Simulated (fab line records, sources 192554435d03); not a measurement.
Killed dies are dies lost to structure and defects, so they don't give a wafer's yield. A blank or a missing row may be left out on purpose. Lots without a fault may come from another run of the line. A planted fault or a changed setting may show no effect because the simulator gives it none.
fab line records | flow n5_finfet
record lots=7 wafers=21
route steps=1938 shown ZERO_LAYER@4 FIN_SAQP@100 FIN_CUT@155 SD_EPI_N@268 SDB@360 HKMG_FIN@424
start_h: hours from the record's first day to the start of the lot's first wafer shown | wait_h: hours since the lot's step before | " the same as in the row above | L1.1+2: a row that stands for several wafers | - no value, or no start given | * or withheld: withheld | < > ~ a bound
route shown NAME@n: a module of which the file shows steps, and the number in the route of the first | usual: mean/standard deviation of fault-free wafers | same: alike in all rows | chamber/n: place in a boat | sites: the reading at each site | _std_site: their standard deviation | _edge_site: outer sites' mean less inner sites' | radius_mm: how far each site lies from the wafer's centre | mask NAME#n: copy n | behind: the tool/chamber that last shaped the wafer | hold: why the lot was held/for how many hours/how that ended | device: the transistor (n, p or np) that didn't switch | end of line: the same wafers' tests at the end of the route | a step without rows: its recipe alone | killed: dies lost to structure and defects at the first sort, not the wafer's yield | map: a wafer's dies, x killed, . not, _ none there
set.NAME: the setting as run; set.NAME@STEP: as run at that earlier step | model.NAME: the simulator's own value behind a step, which no gauge read
lots whose settings were changed on purpose; a table a step, a row a wafer
## steps
# step N5_ZERO_LAYER_PECVD_02
# recipe material=SiO2 target_thk_a=100 temp_c=400 precursor=SiH4/N2O pressure_torr=0.75 rf_w=275 time_s=6
# columns lot.wafer tool chamber start_h wait_h set.time_s model.SiO2_of_ZERO_LAYER_PECVD_02.thk_nm
L076.1 pecvd-02 1 24.28 0.0 6 9.886
L076.3 " 2 " " 6 9.788
L076.4 " 1 " " 6 10.06
L086.2 pecvd-03 1 84.28 0.0 6 10.23
L086.3 " 2 " " 5.582 9.312
L086.4 " 0 " " 5.582 9.163
L087.1 pecvd-01 1 90.28 0.0 5.73 9.241
L087.2 " 2 " " 6 9.735
L087.6 " 1 " " 6 9.764
L089.1 pecvd-03 0 102.31 0.0 6 9.838
L089.4 " 0 " " 5.455 8.947
L089.5 " 2 " " 6 10.11
L090.2 pecvd-03 0 108.30 0.0 6.442 10.41
L090.4 " 2 " " 6.442 11.05
L090.5 " 0 " " 6 9.914
L092.2 pecvd-03 0 120.28 0.0 6 9.721
L092.3 " 2 " " 6 10.03
L092.4 " 0 " " 6 9.925
L094.1 pecvd-01 0 132.28 0.0 6 9.897
L094.5 " 1 " " 6.34 10.74
L094.6 " 2 " " 6.34 10.71
# step N5_FIN_SAQP_PECVD_06
# recipe material=a-Si target_thk_a=600 temp_c=400 precursor=SiH4/He pressure_torr=3 rf_w=100 time_s=48.1
# columns lot.wafer tool chamber start_h wait_h set.time_s model.a-Si_of_FIN_SAQP_PECVD_06.thk_nm
L076.1 pecvd-03 2 33.44 0.0 48.1 58.1
L076.3 " 1 " " 48.1 58.76
L076.4 " 0 " " 48.1 59.77
L086.2 pecvd-03 2 95.24 0.0 50.74 62.04
L086.3 " 0 " " 48.1 60.82
L086.4 " 0 " " 48.1 60.81
L087.1 pecvd-01 0 102.24 0.0 48.1 60.97
L087.2 " 2 " " 41.76 52.32
L087.6 " 2 " " 41.76 53.41
L089.1 pecvd-01 2 111.41 0.0 48.1 60.88
L089.4 " 0 " " 48.1 61.52
L089.5 " 2 " " 52.5 67.61
L090.2 pecvd-04 2 118.83 0.0 54.51 67.44
L090.4 " 1 " " 48.1 59.82
L090.5 " 0 " " 48.1 59.51
L092.2 pecvd-04 1 130.25 0.0 48.1 59
L092.3 " 2 " " 48.1 58.4
L092.4 " 0 " " 43.55 53.16
L094.1 pecvd-01 1 140.93 0.0 48.1 59.92
L094.5 " 1 " " 48.1 60.92
L094.6 " 0 " " 48.1 61.58
# step N5_FIN_SAQP_THK_MEAS_07
# usual thk_nm=60.1/1
# columns lot.wafer tool chamber start_h wait_h set.time_s@FIN_SAQP_PECVD_06 thk_nm
L076.1 film_metro-02 - 33.52 0.1 48.1 58.1
L076.3 " - " " 48.1 58.8
L076.4 " - " " 48.1 59.8
L086.2 film_metro-01 - 95.33 0.1 50.74 62.0
L086.3 " - " " 48.1 60.8
L086.4 " - " " 48.1 60.8
L087.1 film_metro-02 - 102.33 0.1 48.1 61.0
L087.2 " - " " 41.76 52.3
L087.6 " - " " 41.76 53.4
L089.1 film_metro-02 - 111.50 0.1 48.1 60.9
L089.4 " - " " 48.1 61.5
L089.5 " - " " 52.5 67.6
L090.2 film_metro-01 - 118.92 0.1 54.51 67.4
L090.4 " - " " 48.1 59.8
L090.5 " - " " 48.1 59.5
L092.2 film_metro-02 - 130.34 0.1 48.1 59.0
L092.3 " - " " 48.1 58.5
L092.4 " - " " 43.55 53.1
L094.1 film_metro-01 - 141.02 0.1 48.1 59.9
L094.5 " - " " 48.1 60.9
L094.6 " - " " 48.1 61.6
# step N5_FIN_SAQP_EXPOSE_13
# recipe mask_id=FIN_CORE na=1.35 source_shape=dipole sigma_inner=0.538 sigma_outer=0.738 polarization=te target_cd_nm=35.6 dose_mj=63.25
# columns lot.wafer tool chamber start_h wait_h mask set.dose_mj
L076.1+3+4 arfi_scanner-01 0 33.88 - FIN_CORE#0 63.25
L086.2+4 arfi_scanner-02 0 95.69 - FIN_CORE#0 63.25
L086.3 " 0 " " FIN_CORE#0 66.88
L087.1 arfi_scanner-02 0 102.56 - FIN_CORE#0 67.45
L087.2+6 " 0 " " FIN_CORE#0 63.25
L089.1 arfi_scanner-03 0 111.86 - FIN_CORE#0 63.25
L089.4+5 " 0 " " FIN_CORE#0 64.73
L090.2+4 arfi_scanner-03 0 119.16 - FIN_CORE#0 65.35
L090.5 " 0 " " FIN_CORE#0 63.25
L092.2 arfi_scanner-03 0 130.70 - FIN_CORE#0 63.25
L092.3+4 " 0 " " FIN_CORE#0 61.58
L094.1+6 arfi_scanner-02 0 141.25 - FIN_CORE#0 63.25
L094.5 " 0 " " FIN_CORE#0 65.23
# step N5_FIN_SAQP_PEB_14
# recipe peb_temp_c=withheld peb_time_s=60 resist=CAR-ArF
# step N5_FIN_SAQP_DEVELOP_15
# recipe develop_time_s=30 developer=TMAH resist=CAR-ArF dev_temp_c=23 rinse_liquid=diw dry=air_spin
# step N5_FIN_SAQP_CD_MEAS_16
# recipe target_cd_nm=35.6 landing_energy_ev=500 detector=se_inlens
# usual cd_nm=35.6/0.31
# columns lot.wafer tool chamber start_h wait_h set.dose_mj@FIN_SAQP_EXPOSE_13 cd_nm
L076.1 cd_sem-02 0 34.01 - 63.25 35.4
L076.3 " 0 " " 63.25 35.5
L076.4 " 0 " " 63.25 35.9
L086.2 cd_sem-02 0 95.82 - 63.25 35.5
L086.3 " 0 " " 66.88 34.2
L086.4 " 0 " " 63.25 36.1
L087.1 cd_sem-03 0 102.69 - 67.45 34.1
L087.2 " 0 " " 63.25 36.0
L087.6 " 0 " " 63.25 36.1
L089.1 cd_sem-02 0 111.98 - 63.25 35.4
L089.4 " 0 " " 64.73 35.2
L089.5 " 0 " " 64.73 35.0
L090.2 cd_sem-02 0 119.28 - 65.35 34.4
L090.4 " 0 " " 65.35 34.7
L090.5 " 0 " " 63.25 35.3
L092.2 cd_sem-03 0 130.82 - 63.25 35.9
L092.3 " 0 " " 61.58 37.1
L092.4 " 0 " " 61.58 36.1
L094.1 cd_sem-03 0 141.37 - 63.25 35.6
L094.5 " 0 " " 65.23 34.5
L094.6 " 0 " " 63.25 35.6
# step N5_FIN_SAQP_HM_OPEN_73
# recipe chemistry=CHF3/O2 target=SiO2 stop_on=a-Si target_depth_a=120 over_etch_frac=1.8 mask_material=SOC time_s=16.8 pressure_mtorr=30 source_w=650 bias_w=170 Ar_flow_sccm=200 CHF3_flow_sccm=50 O2_flow_sccm=5 ion_energy_ev=200 ends=end_point
# step N5_FIN_SAQP_STRIP_74
# recipe chemistry=CHF3/O2 resist=SiARC rf_frequency_hz=6e+07
# step N5_FIN_SAQP_MANDREL_ETCH_22
# recipe target_depth_a=600 chemistry=HBr/Cl2 target=a-Si stop_on=SiNx bt_time_s=10 over_etch_frac=0.5 time_s=30 pressure_mtorr=10 icp_w=800 bias_w=75 HBr_flow_sccm=150 Cl2_flow_sccm=80 ends=end_point
# columns lot.wafer tool chamber start_h wait_h set.time_s@FIN_SAQP_PECVD_06 model.etch.depth_nm
L076.1 rie_si-03 0 34.39 0.0 48.1 58.1
L076.3 " 2 " " 48.1 58.76
L076.4 " 3 " " 48.1 59.77
L086.2 rie_si-03 0 96.19 0.0 50.74 62.04
L086.3 " 2 " " 48.1 60.82
L086.4 " 3 " " 48.1 60.81
L087.1 rie_si-01 2 103.42 0.0 48.1 60.92
L087.2 " 0 " " 41.76 52.32
L087.6 " 1 " " 41.76 53.41
L089.1 rie_si-01 3 112.36 0.0 48.1 60.83
L089.4 " 2 " " 48.1 61.52
L089.5 " 3 " " 52.5 67.56
L090.2 rie_si-03 1 119.66 0.0 54.51 67.44
L090.4 " 0 " " 48.1 59.82
L090.5 " 1 " " 48.1 59.51
L092.2 rie_si-03 0 131.30 0.0 48.1 59
L092.3 " 3 " " 48.1 58.4
L092.4 " 2 " " 43.55 53.16
L094.1 rie_si-06 1 141.76 0.0 48.1 59.92
L094.5 " 1 " " 48.1 60.92
L094.6 " 0 " " 48.1 61.53
# step N5_FIN_CUT_COAT_19
# recipe resist=SiARC temp_c=220 time_s=60 spin_rpm=1500 resist_thk_nm=20
# columns lot.wafer tool chamber start_h wait_h set.spin_rpm model.SiARC_of_FIN_CUT_COAT_19.thk_nm
L076.1+3+4 litho_track-02 0 - - 1500 20
L086.2+3 litho_track-05 0 - - 1561 19.6
L086.4 " 0 " " 1500 20
L087.1+6 litho_track-04 0 - - 1440 20.4
L087.2 " 0 " " 1500 20
L089.1+5 litho_track-02 0 - - 1500 20
L089.4 " 0 " " 1373 20.8
L090.2 litho_track-04 0 - - 1500 19.8
L090.4+5 " 0 " " 1547 19.6
L092.2+4 litho_track-05 0 - - 1500 20
L092.3 " 0 " " 1664 19
L094.1+6 litho_track-05 0 - - 1500 20
L094.5 " 0 " " 1355 21.2
# step N5_FIN_CUT_COAT_29
# recipe resist=underlayer temp_c=205 time_s=60 spin_rpm=1500 resist_thk_nm=10
# step N5_FIN_CUT_COAT_02
# recipe resist=CAR-EUV spin_rpm=1500 resist_thk_nm=30
# step N5_FIN_CUT_DESCUM_13
# recipe chemistry=O2 time_s=7 source_power_w=50 bias_power_w=20 pressure_mtorr=20 rf_frequency_hz=2.712e+07 temp_c=40 resist=CAR-EUV o2_flow_sccm=225
# step N5_FIN_CUT_ETCH_30
# recipe chemistry=N2/H2 target=underlayer target_depth_a=130 mask_material=CAR-EUV time_s=10.4 ion_energy_ev=200 pressure_mtorr=30 source_w=840 bias_w=150 n2_flow_sccm=200 h2_flow_sccm=200 ends=cleared
# step N5_FIN_CUT_ETCH_20
# recipe chemistry=CF4 target=SiARC target_depth_a=260 mask_material=CAR-EUV time_s=43.3 ion_energy_ev=80 pressure_mtorr=40 source_w=545 bias_w=36 Ar_flow_sccm=100 cf4_flow_sccm=100 ends=cleared
# columns lot.wafer tool chamber start_h wait_h set.spin_rpm@FIN_CUT_COAT_19 model.etch.depth_nm
L076.1 rie_diel-05 1 38.73 0.0 1500 20.01
L076.3 " 2 " " 1500 19.97
L076.4 " 0 " " 1500 20
L086.2 rie_diel-05 1 103.46 0.0 1561 19.58
L086.3 " 0 " " 1561 19.56
L086.4 " 3 " " 1500 19.92
L087.1 rie_diel-04 2 107.98 0.0 1440 20.38
L087.2 " 0 " " 1500 19.94
L087.6 " 3 " " 1440 20.35
L089.1 rie_diel-05 1 117.36 0.0 1500 19.97
L089.4 " 3 " " 1373 20.83
L089.5 " 2 " " 1500 19.94
L090.2 rie_diel-05 2 124.64 0.0 1500 19.88
L090.4 " 0 " " 1547 19.62
L090.5 " 3 " " 1547 19.6
L092.2 rie_diel-02 0 135.78 0.0 1500 20.01
L092.3 " 3 " " 1664 18.99
L092.4 " 0 " " 1500 20
L094.1 rie_diel-04 3 146.39 0.0 1500 20.06
L094.5 " 1 " " 1355 21.13
L094.6 " 2 " " 1500 20.02
# step N5_FIN_CUT_ETCH_21
# recipe chemistry=N2/H2 target=SOC target_depth_a=2190 overetch_a=438 mask_material=SiARC temp_c=40 ion_energy_ev=100 bias_w=61 time_s=523.5 pressure_mtorr=30 source_w=850 n2_flow_sccm=200 h2_flow_sccm=200
# columns lot.wafer tool chamber start_h wait_h set.spin_rpm@FIN_CUT_COAT_19 model.SiARC_of_FIN_CUT_COAT_19.thk_nm
L076.1 rie_diel-05 1 38.77 0.0 1500 12.2
L076.3+4 " 2,0 " " 1500 11.8
L086.2 rie_diel-05 1 103.49 0.0 1561 12
L086.3 " 0 " " 1561 11.2
L086.4 " 3 " " 1500 11.6
L087.1+6 rie_diel-04 2,3 108.02 0.0 1440 12.2
L087.2 " 0 " " 1500 12
L089.1 rie_diel-05 1 117.40 0.0 1500 12.2
L089.4 " 3 " " 1373 12.6
L089.5 " 2 " " 1500 11.8
L090.2 rie_diel-05 2 124.68 0.0 1500 11.8
L090.4+5 " 0,3 " " 1547 11.4
L092.2+4 rie_diel-02 0 135.82 0.0 1500 11.8
L092.3 " 3 " " 1664 10.4
L094.1 rie_diel-04 3 146.43 0.0 1500 11.8
L094.5 " 1 " " 1355 13.2
L094.6 " 2 " " 1500 11.6
# step N5_SD_EPI_N_PEB_07
# recipe peb_temp_c=110 peb_time_s=60 resist=CAR-ArF-block
# columns lot.wafer tool chamber start_h wait_h set.peb_temp_c
L076.1+3+4 litho_track-05 0 61.33 0.1 110
L086.2+3 litho_track-02 0 128.36 0.0 109
L086.4 " 0 " " 110
L087.1+2+6 litho_track-03 0 128.89 0.1 107.9
L089.1 litho_track-03 0 138.57 0.1 110
L089.4+5 " 0 " " 107
L090.2+4+5 litho_track-02 0 146.42 0.0 110
L092.2+3 litho_track-03 0 157.01 0.0 108.7
L092.4 " 0 " " 110
L094.1+5+6 litho_track-02 0 171.17 0.1 110
# step N5_SD_EPI_N_DEVELOP_08
# recipe develop_time_s=30 developer=TMAH resist=CAR-ArF-block dev_temp_c=23 rinse_liquid=diw dry=air_spin
# columns lot.wafer tool chamber start_h wait_h set.develop_time_s
L076.1+3+4 litho_track-05 0 - - 30
L086.2+4 litho_track-02 0 - - 24
L086.3 " 0 " " 30
L087.1+6 litho_track-03 0 - - 30
L087.2 " 0 " " 35.94
L089.1+5 litho_track-03 0 - - 30
L089.4 " 0 " " 27.5
L090.2+4+5 litho_track-02 0 - - 30
L092.2 litho_track-03 0 - - 30
L092.3+4 " 0 " " 25.94
L094.1+5+6 litho_track-02 0 - - 30
# step N5_SD_EPI_N_CD_MEAS_09
# recipe target_cd_nm=120 landing_energy_ev=500 detector=se_inlens
# usual cd_nm=120.1/0.63
# columns lot.wafer tool chamber start_h wait_h set.peb_temp_c@SD_EPI_N_PEB_07 cd_nm
L076.1 cd_sem-02 0 61.39 - 110 120.6
L076.3 " 0 " " 110 119.5
L076.4 " 0 " " 110 119.7
L086.2 cd_sem-03 0 128.43 - 109 116.7
L086.3 " 0 " " 109 117.8
L086.4 " 0 " " 110 118.6
L087.1 cd_sem-03 0 128.96 - 107.9 112.6
L087.2 " 0 " " 107.9 113.8
L087.6 " 0 " " 107.9 113.8
L089.1 cd_sem-03 0 138.64 - 110 120.1
L089.4 " 0 " " 107 110.8
L089.5 " 0 " " 107 111.1
L090.2 cd_sem-03 0 146.49 - 110 119.7
L090.4 " 0 " " 110 120.2
L090.5 " 0 " " 110 119.8
L092.2 cd_sem-01 0 157.07 - 108.7 116.5
L092.3 " 0 " " 108.7 114.7
L092.4 " 0 " " 110 119.6
L094.1 cd_sem-02 0 171.24 - 110 120.1
L094.5 " 0 " " 110 119.1
L094.6 " 0 " " 110 119.9
# step N5_SD_EPI_N_DESCUM_14
# recipe chemistry=O2 time_s=7.9 source_power_w=50 bias_power_w=20 pressure_mtorr=20 rf_frequency_hz=2.712e+07 temp_c=40 resist=CAR-ArF-block o2_flow_sccm=225
# columns lot.wafer tool chamber start_h wait_h set.peb_temp_c@SD_EPI_N_PEB_07 model.SD_EPI_N.cd_nm
L076.1 rie_diel-01 0 61.48 0.0 110 120.2
L076.3 " 2 " " 110 119.2
L076.4 " 1 " " 110 120
L086.2 rie_diel-01 1 128.52 0.0 109 116.8
L086.3 " 2 " " 109 117.6
L086.4 " 3 " " 110 118.4
L087.1 rie_diel-01 2 129.18 0.2 107.9 112.8
L087.2 " 1 " " 107.9 113.6
L087.6 " 1 " " 107.9 114
L089.1 rie_diel-06 0 139.03 0.3 110 120
L089.4 " 0 " " 107 110.6
L089.5 " 2 " " 107 111
L090.2+4+5 rie_diel-01 2,1,1 146.67 0.1 110 119.8
L092.2 rie_diel-03 1 157.16 0.0 108.7 116.6
L092.3 " 3 " " 108.7 115.2
L092.4 " 2 " " 110 119.4
L094.1+6 rie_diel-01 3,0 171.36 0.1 110 120
L094.5 " 3 " " 110 119.2
# step N5_SD_EPI_N_ETCH_34
# recipe chemistry=CF4 target=SiARC target_depth_a=455 mask_material=CAR-ArF-block time_s=75.8 ion_energy_ev=80 pressure_mtorr=40 source_w=545 bias_w=36 Ar_flow_sccm=100 cf4_flow_sccm=100 ends=cleared
# step N5_SD_EPI_N_ETCH_35
# recipe chemistry=N2/H2 target=SOC overetch_a=1080 mask_material=SiARC temp_c=40 ion_energy_ev=100 source_w=3000 bias_w=133 pressure_mtorr=20 time_s=486 n2_flow_sccm=200 h2_flow_sccm=200
# columns lot.wafer tool chamber start_h wait_h set.peb_temp_c@SD_EPI_N_PEB_07 model.SD_EPI_N.cd_nm
L076.1 rie_diel-01 0 61.57 0.0 110 119.6
L076.3 " 2 " " 110 118
L076.4 " 1 " " 110 120.2
L086.2 rie_diel-01 1 128.61 0.0 109 116.8
L086.3 " 2 " " 109 117.2
L086.4 " 3 " " 110 118.4
L087.1 rie_diel-01 2 129.27 0.0 107.9 111.4
L087.2 " 1 " " 107.9 113
L087.6 " 1 " " 107.9 113.8
L089.1 rie_diel-06 0 139.12 0.0 110 120.2
L089.4 " 0 " " 107 110.6
L089.5 " 2 " " 107 110
L090.2 rie_diel-01 2 146.76 0.0 110 117.8
L090.4+5 " 1 " " 110 119.4
L092.2 rie_diel-03 1 157.25 0.0 108.7 118.8
L092.3 " 3 " " 108.7 113.8
L092.4 " 2 " " 110 119.6
L094.1 rie_diel-01 3 171.45 0.0 110 120.2
L094.5 " 3 " " 110 119.2
L094.6 " 0 " " 110 119.8
# step N5_SD_EPI_N_STRIP_36
# recipe chemistry=N2/H2 temp_c=40 n2_flow_sccm=200 h2_flow_sccm=200 rf_frequency_hz=6e+07
# step N5_SD_EPI_N_ETCHBACK_44
# recipe chemistry=CH3F/O2 mode=anisotropic_etchback target=SiNx target_depth_a=145 stop_on=SiO2 over_etch_frac=0.3 ion_energy_ev=120 pressure_mtorr=30 source_w=395 bias_w=73 Ar_flow_sccm=150 CH3F_flow_sccm=30 O2_flow_sccm=20
# step N5_SD_EPI_N_ETCH_45
# recipe chemistry=CH3F/O2 target=SiOCN target_depth_a=60 mask_material=SOC ion_energy_ev=60 bias_w=29 pressure_mtorr=15 source_w=410 Ar_flow_sccm=150 CH3F_flow_sccm=30 O2_flow_sccm=20
# columns lot.wafer tool chamber start_h wait_h set.peb_temp_c@SD_EPI_N_PEB_07 model.SD_EPI_N.cd_nm
L076.1 rie_diel-01 0 62.00 0.1 110 119.8
L076.3 " 2 " " 110 118
L076.4 " 1 " " 110 120
L086.2 rie_diel-01 1 129.03 0.1 109 116.6
L086.3 " 2 " " 109 117.2
L086.4 " 3 " " 110 118.4
L087.1 rie_diel-01 2 129.70 0.1 107.9 111.2
L087.2 " 1 " " 107.9 112.8
L087.6 " 1 " " 107.9 113.8
L089.1 rie_diel-06 0 139.55 0.1 110 120.4
L089.4 " 0 " " 107 110.8
L089.5 " 2 " " 107 110
L090.2 rie_diel-01 2 147.18 0.1 110 117.8
L090.4+5 " 1 " " 110 119.4
L092.2 rie_diel-03 1 157.68 0.1 108.7 118.8
L092.3 " 3 " " 108.7 113.8
L092.4 " 2 " " 110 119.6
L094.1 rie_diel-01 3 171.87 0.1 110 120.2
L094.5 " 3 " " 110 119.2
L094.6 " 0 " " 110 120
# step N5_SDB_ETCH_17
# recipe chemistry=CF4 target=SiARC target_depth_a=234 mask_material=CAR-ArF time_s=39 ion_energy_ev=80 pressure_mtorr=40 source_w=545 bias_w=36 Ar_flow_sccm=100 cf4_flow_sccm=100 ends=cleared
# usual etch_rf_on_time_s=39.4/0.64 rf_vpp_V=184.0/1.1
# columns lot.wafer tool chamber start_h wait_h set.bias_w etch_rf_on_time_s rf_vpp_V
L076.1 rie_diel-06 3 79.94 0.0 36 39.5 182.9
L076.3 " 1 " " 36 38.6 183.3
L076.4 " 2 " " 36 40.0 185.2
L086.2 rie_diel-06 2 144.72 0.0 36 39.8 185.6
L086.3 " 0 " " 36 40.3 184.2
L086.4 " 2 " " 36 40.0 185.0
L087.1 rie_diel-01 3 147.64 0.0 36 39.5 184.0
L087.2 " 1 " " 36 38.4 182.2
L087.6 " 0 " " 36 39.8 184.8
L089.1 rie_diel-01 3 156.11 0.0 36 38.9 183.1
L089.4 " 1 " " 32.96 39.9 172.9
L089.5 " 3 " " 36 39.1 184.0
L090.2 rie_diel-01 1 163.29 0.0 36 38.5 182.8
L090.4 " 3 " " 30.46 41.1 164.8
L090.5 " 2 " " 30.46 42.2 163.8
L092.2 rie_diel-01 0 174.02 0.0 36 40.3 184.2
L092.3 " 1 " " 40.51 37.5 197.7
L092.4 " 3 " " 36 39.4 183.9
L094.1 rie_diel-06 1 189.26 0.0 42.03 37.0 201.8
L094.5 " 3 " " 36 38.8 183.1
L094.6 " 1 " " 36 38.7 183.8
# step N5_HKMG_FIN_COAT_06
# recipe resist=CAR-ArF spin_rpm=1500 resist_thk_nm=90
# columns lot.wafer tool chamber start_h wait_h set.spin_rpm model.CAR-ArF_of_HKMG_FIN_COAT_06.thk_nm
L076.1+3+4 litho_track-04 0 - - 1500 90.2
L086.2 litho_track-04 0 - - 1500 89.8
L086.3 " 0 " " 1500 90.2
L086.4 " 0 " " 1392 93.6
L087.1 litho_track-02 0 - - 1500 90.2
L087.2 " 0 " " 1500 90.6
L087.6 " 0 " " 1500 90
L089.1+4 litho_track-05 0 - - 1428 92.6
L089.5 " 0 " " 1500 90
L090.2+5 litho_track-04 0 - - 1500 90
L090.4 " 0 " " 1340 95.2
L092.2 litho_track-04 0 - - 1500 89.6
L092.3 " 0 " " 1611 86.4
L092.4 " 0 " " 1500 90
L094.1 litho_track-04 0 - - 1500 90.4
L094.5+6 " 0 " " 1500 90.2
## key
split step=N5_ZERO_LAYER_PECVD_02 setting=time_s stated=6 by=wafer
response step=N5_ZERO_LAYER_PECVD_02 reading=model.SiO2_of_ZERO_LAYER_PECVD_02.thk_nm change=+0.123 per=1% r=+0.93
split step=N5_FIN_SAQP_PECVD_06 setting=time_s stated=48.1 by=wafer
response step=N5_FIN_SAQP_PECVD_06 reading=model.a-Si_of_FIN_SAQP_PECVD_06.thk_nm change=+0.592 per=1% r=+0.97
response step=N5_FIN_SAQP_THK_MEAS_07 reading=thk_nm change=* per=1% r=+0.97
response step=N5_FIN_SAQP_MANDREL_ETCH_22 reading=model.etch.depth_nm change=+0.59 per=1% r=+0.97
split step=N5_FIN_SAQP_EXPOSE_13 setting=dose_mj stated=63.25 by=wafer
response step=N5_FIN_SAQP_CD_MEAS_16 reading=cd_nm change=-0.278 per=1% r=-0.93
split step=N5_FIN_CUT_COAT_19 setting=spin_rpm stated=1500 by=wafer
response step=N5_FIN_CUT_COAT_19 reading=model.SiARC_of_FIN_CUT_COAT_19.thk_nm change=-0.101 per=1% r=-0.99
response step=N5_FIN_CUT_ETCH_20 reading=model.etch.depth_nm change=-0.101 per=1% r=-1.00
response step=N5_FIN_CUT_ETCH_21 reading=model.SiARC_of_FIN_CUT_COAT_19.thk_nm change=-0.113 per=1% r=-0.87
split step=N5_SD_EPI_N_PEB_07 setting=peb_temp_c stated=110 by=wafer
response step=N5_SD_EPI_N_CD_MEAS_09 reading=cd_nm change=+3.19 per=1% r=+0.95
response step=N5_SD_EPI_N_DESCUM_14 reading=model.SD_EPI_N.cd_nm change=+3.14 per=1% r=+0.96
response step=N5_SD_EPI_N_ETCH_35 reading=model.SD_EPI_N.cd_nm change=+3.33 per=1% r=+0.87
response step=N5_SD_EPI_N_ETCH_45 reading=model.SD_EPI_N.cd_nm change=+3.37 per=1% r=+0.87
split step=N5_SD_EPI_N_DEVELOP_08 setting=develop_time_s stated=30 by=wafer
response none clear
split step=N5_SDB_ETCH_17 setting=bias_w stated=36 by=wafer
response step=N5_SDB_ETCH_17 reading=etch_rf_on_time_s change=* per=1% r=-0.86
response step=N5_SDB_ETCH_17 reading=rf_vpp_V change=+1.14 per=1% r=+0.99
split step=N5_HKMG_FIN_COAT_06 setting=spin_rpm stated=1500 by=wafer
response step=N5_HKMG_FIN_COAT_06 reading=model.CAR-ArF_of_HKMG_FIN_COAT_06.thk_nm change=-0.489 per=1% r=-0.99
